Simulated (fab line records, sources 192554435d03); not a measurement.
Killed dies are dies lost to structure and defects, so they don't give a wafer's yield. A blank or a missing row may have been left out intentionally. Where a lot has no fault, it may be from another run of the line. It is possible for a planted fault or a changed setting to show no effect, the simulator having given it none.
2 desks, one fault | flow n5Finfet | every desk sees just its own numbers, and what lay behind them comes last

== TOOL OWNER'S DESK, rieDiel-03 ==
The tool's own readings at N5_SD_EPI_P_ETCH_47 (etches SiOCN in CH3F/O2, target depth 25 nm): means of the sampled wafers that have a number, for each lot that ran on this tool. If a lot's mean is further than 4 standard deviations from the usual mean, the lot is out of limits and carries the mark OUT (the distance appears in the brackets).
Columns: A = chamberPressureMTorr at N5_SD_EPI_P_ETCH_47, usual 30.00 mTorr; B = drypumpMotorCurrentA at N5_SD_EPI_P_ETCH_47, usual 5.6 A; C = mfcArSccm at N5_SD_EPI_P_ETCH_47, usual 149.9 sccm; D = oesProductAu at N5_SD_EPI_P_ETCH_47, usual 0.81 a.u.; E = rfVppV at N5_SD_EPI_P_ETCH_47, usual 127.1 V; F = showerheadPlenumPTorr at N5_SD_EPI_P_ETCH_47, usual 2.01 Torr; G = throttleValvePct at N5_SD_EPI_P_ETCH_47, usual 16.19 %
lot  | first seen here | A     | B   | C     | D    | E     | F    | G
L171 | day 3 05:35     | 30.00 | 5.6 | 149.8 | 0.82 | 128.3 | 2.02 | 16.10
L174 | day 3 23:25     | 29.97 | 5.9 | 149.9 | 0.79 | 129.6 | 1.95 | 16.03
L176 | day 4 12:17     | 30.01 | 5.8 | 150.0 | 0.81 | 127.7 | 1.99 | 16.09
L177 | day 4 22:38     | 30.01 | 5.6 | 150.0 | 0.80 | 127.5 | 2.01 | 16.10
L179 | day 5 09:21     | 30.02 | 5.5 | 149.8 | 0.86 | 127.0 | 1.98 | 16.06
L180 | day 5 10:26     | 30.00 | 5.4 | 149.8 | 0.94 | 122.3 | 1.97 | 16.04
L182 | day 5 23:50     | 30.02 | 5.6 | 150.0 | 0.79 | 127.8 | 2.01 | 16.14
L192 | day 8 10:37     | 29.96 | 5.3 | 150.1 | 0.86 | 123.6 | 2.01 | 16.15
L194 | day 9 01:25     | 30.00 | 5.5 | 150.2 | 0.81 | 124.9 | 2.00 | 16.14
This desk's finding: nothing out of limits on any of the 9 lots.

== FROM THE METROLOGY DESK ==
Means of the sampled wafers that have a number, per lot and without regard to the tool the lot ran on: this is what the gauges read. If a lot's mean is further than 4 standard deviations from the usual mean, the lot is out of limits and carries the mark OUT (the distance appears in the brackets). Of its 14 readings 7 are shown: the one that was out of limits first, and those that lie furthest out on some lot.
Columns: A = DIBL_N at N5_BEOL_M4_RC_MEAS_101, usual 36.7 mV/V; B = ION_P at N5_BEOL_M4_RC_MEAS_101, usual 462 uA/um; C = RC_DENSE_P at N5_BEOL_M4_RC_MEAS_101, usual 23.3 ohm.um; D = RC_P at N5_BEOL_M4_RC_MEAS_101, usual 19.0 ohm.um; E = REXT_P at N5_BEOL_M4_RC_MEAS_101, usual 100.4 ohm.um; F = SS_P at N5_BEOL_M4_RC_MEAS_101, usual 73.4 mV/dec; G = VT_N at N5_BEOL_M4_RC_MEAS_101, usual 250 mV
lot  | first seen here | A    | B   | C    | D    | E                | F    | G
L172 | day 8 20:00     | 38.2 | 459 | 23.1 | 18.9 | 101.8            | 73.8 | 248
L171 | day 8 22:00     | 37.3 | 460 | 23.2 | 18.8 | 94.3             | 73.7 | 248
L176 | day 9 12:12     | 36.1 | 453 | 23.0 | 18.7 | 99.4             | 73.0 | 252
L174 | day 9 19:34     | 36.6 | 465 | 23.5 | 19.3 | 101.7            | 73.1 | 251
L177 | day 10 16:52    | 37.4 | 461 | 23.6 | 19.3 | 97.8             | 73.7 | 247
L179 | day 10 17:06    | 39.3 | 450 | 25.0 | 20.4 | 109.7 (+4.2) OUT | 73.4 | 246
L182 | day 10 20:43    | 37.0 | 455 | 25.8 | 20.9 | 111.8 (+5.2) OUT | 73.4 | 248
L180 | day 10 21:16    | 35.6 | 465 | 25.4 | 20.8 | 109.0            | 72.3 | 248
L192 | day 13 14:02    | 38.2 | 468 | 23.1 | 18.9 | 99.0             | 73.5 | 249
L194 | day 15 19:25    | 36.4 | 458 | 24.7 | 20.0 | 99.5             | 73.3 | 250
This desk's result: L179, L182 out of limits, first on L179 (REXT_P at N5_BEOL_M4_RC_MEAS_101), day 10 17:46. L172, L171, L176, L174, L177, L180, L192, L194: within limits.

== BROUGHT TOGETHER ==
An alarm was possible from the metrology desk at day 10 17:46, on L179, L182.
Nothing out of limits was seen by the tool owner's desk.
The tool owner's desk has L179, L182 on record, within its limits.
The lots listed all ran N5_SD_EPI_P_ETCH_47 on rieDiel-03.

== WHAT THE SIMULATOR HAD PUT IN ==
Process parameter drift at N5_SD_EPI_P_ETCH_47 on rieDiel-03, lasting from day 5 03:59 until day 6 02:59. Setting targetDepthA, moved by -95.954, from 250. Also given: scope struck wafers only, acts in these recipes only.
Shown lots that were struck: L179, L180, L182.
Time in hours between the start of the fault and the first out-of-limits reading at each desk: metrology desk, 134.
